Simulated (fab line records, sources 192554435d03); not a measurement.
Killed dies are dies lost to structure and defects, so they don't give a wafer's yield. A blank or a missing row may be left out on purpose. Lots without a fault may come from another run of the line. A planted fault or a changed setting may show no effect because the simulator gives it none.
Which tool did it? | flow n5_finfet | 11 lots, 32 wafers sampled, at 3 steps of a route of 1938

WHAT THE GAUGES READ, wafer by wafer
N5_BEOL_M8_THK_MEAS_01.
lot  | measured     | on            | M8_ILD_THK (nm)
L586 | day 9 21:44  | film_metro-01 | 154.6 156.8 156.1
L587 | day 10 08:13 | film_metro-02 | 156.6 158.0 154.5
L589 | day 10 20:07 | film_metro-01 | 151.7 155.9 155.5
L590 | day 10 23:23 | film_metro-02 | 155.3 155.7 156.7
L592 | day 11 09:07 | film_metro-01 | 153.3 151.7 156.3
L595 | day 11 23:23 | film_metro-02 | 154.7 155.2 154.9
L594 | day 12 05:55 | film_metro-02 | 152.7 151.1 153.7
L597 | day 12 11:09 | film_metro-01 | 153.3 154.8 155.9
L601 | day 13 12:36 | film_metro-01 | 154.3 155.7 155.3
L606 | day 15 03:19 | film_metro-02 | 149.5 152.2
L607 | day 15 10:52 | film_metro-02 | 152.9 151.4 153.4

N5_BEOL_M8_CD_MEAS_18: pitch 80 nm, target cd 40 nm.
lot  | measured     | on        | cd_nm (nm)
L586 | day 10 00:35 | cd_sem-01 | 40.5 40.0 39.9
L587 | day 10 11:57 | cd_sem-03 | 40.2 40.0 39.7
L589 | day 10 22:52 | cd_sem-01 | 40.0 40.2 39.4
L590 | day 11 02:02 | cd_sem-01 | 39.8 40.2 40.1
L592 | day 11 13:20 | cd_sem-03 | 39.6 40.2 39.5
L595 | day 12 02:10 | cd_sem-02 | 40.2 40.1 40.1
L594 | day 12 09:35 | cd_sem-01 | 39.3 39.9 39.4
L597 | day 12 14:01 | cd_sem-03 | 39.1 38.8 39.1
L601 | day 13 15:58 | cd_sem-02 | 39.3 40.7 39.7
L606 | day 15 05:57 | cd_sem-01 | 40.3 40.2
L607 | day 15 13:15 | cd_sem-02 | 39.7 39.0 39.0

WHICH TOOL RAN EACH LOT (tool, then ch and the chambers of the sampled wafers, then the start)
lot  | N5_BEOL_M8_ETCH_62
L586 | rie_diel-02 ch 0,2, day 10 00:13
L587 | rie_diel-05 ch 1,2,3, day 10 11:37
L589 | rie_diel-05 ch 1,2,3, day 10 22:28
L590 | rie_diel-01 ch 0,3, day 11 01:34
L592 | rie_diel-01 ch 0,2, day 11 12:58
L595 | rie_diel-02 ch 0,1,2, day 12 01:47
L594 | rie_diel-02 ch 1,2, day 12 08:57
L597 | rie_diel-02 ch 0,1, day 12 13:28
L601 | rie_diel-05 ch 1,2, day 13 15:34
L606 | rie_diel-02 ch 0,3, day 15 05:32
L607 | rie_diel-02 ch 0,1,3, day 15 12:52
- N5_BEOL_M8_ETCH_62: etches SOC in N2/H2, target depth 110 nm, overetch 22 nm, time 165 s.

WHAT THE TOOLS THEMSELVES READ (means of the sampled wafers that have a number; where no wafer has one, the mark that the record gives instead)
N5_BEOL_M8_ETCH_62.
lot  | tool        | drypump_motor_current_A (A) | oes_product_au (a.u.) | rf_vpp_V (V) | showerhead_plenum_p_Torr (Torr) | temp_c (C) | throttle_valve_pct (%)
L586 | rie_diel-02 | 5.8                         | 0.63                  | 522.5        | 2.50                            | 39.94      | 18.11
L587 | rie_diel-05 | 5.7                         | 0.65                  | 522.1        | 2.47                            | 40.03      | 17.87
L589 | rie_diel-05 | 5.7                         | 0.65                  | 522.0        | 2.47                            | 40.04      | 17.87
L590 | rie_diel-01 | 5.9                         | 0.68                  | 521.9        | 2.49                            | 39.94      | 17.65
L592 | rie_diel-01 | 6.2                         | 0.72                  | 521.7        | 2.48                            | 40.02      | 17.54
L595 | rie_diel-02 | 5.9                         | 0.62                  | 522.9        | 2.50                            | 39.96      | 17.95
L594 | rie_diel-02 | 6.0                         | 0.61                  | 523.9        | 2.53                            | 39.96      | 18.12
L597 | rie_diel-02 | 5.9                         | 0.61                  | 522.2        | 2.51                            | 39.93      | 17.77
L601 | rie_diel-05 | 5.7                         | 0.69                  | 521.5        | 2.45                            | 40.11      | 17.64
L606 | rie_diel-02 | 5.9                         | 0.61                  | 521.9        | 2.49                            | 39.97      | 17.84
L607 | rie_diel-02 | 5.9                         | 0.61                  | 521.3        | 2.49                            | 39.98      | 17.82

THE ANSWER, worked out from the rows above alone
Rule: what is usual is taken from the lots themselves. Put in order of their means at a reading, lots are off if they are a third of the lots or fewer, leave a main group of 4 or more, and stand apart from it by a gap of 3 or more times the standard deviation of the main group's means; of several such gaps the widest counts. A main group whose means are all the same, to the digits that the tables above print for the reading, isn't used. A lot without any number at a reading at which 4 lots or more have one is off too. The other lots that the step has rows for count as sound. The gauges are gone through in route order, then the tools' own readings, and for those a lot's mean is taken as printed above. The first step at which some lot is off is used, and at that step the reading that is off furthest; a lot without a number counts as furthest.
No lot is off at any reading shown: from this, nothing can be told.

WHAT THE SIMULATOR HAD PUT IN
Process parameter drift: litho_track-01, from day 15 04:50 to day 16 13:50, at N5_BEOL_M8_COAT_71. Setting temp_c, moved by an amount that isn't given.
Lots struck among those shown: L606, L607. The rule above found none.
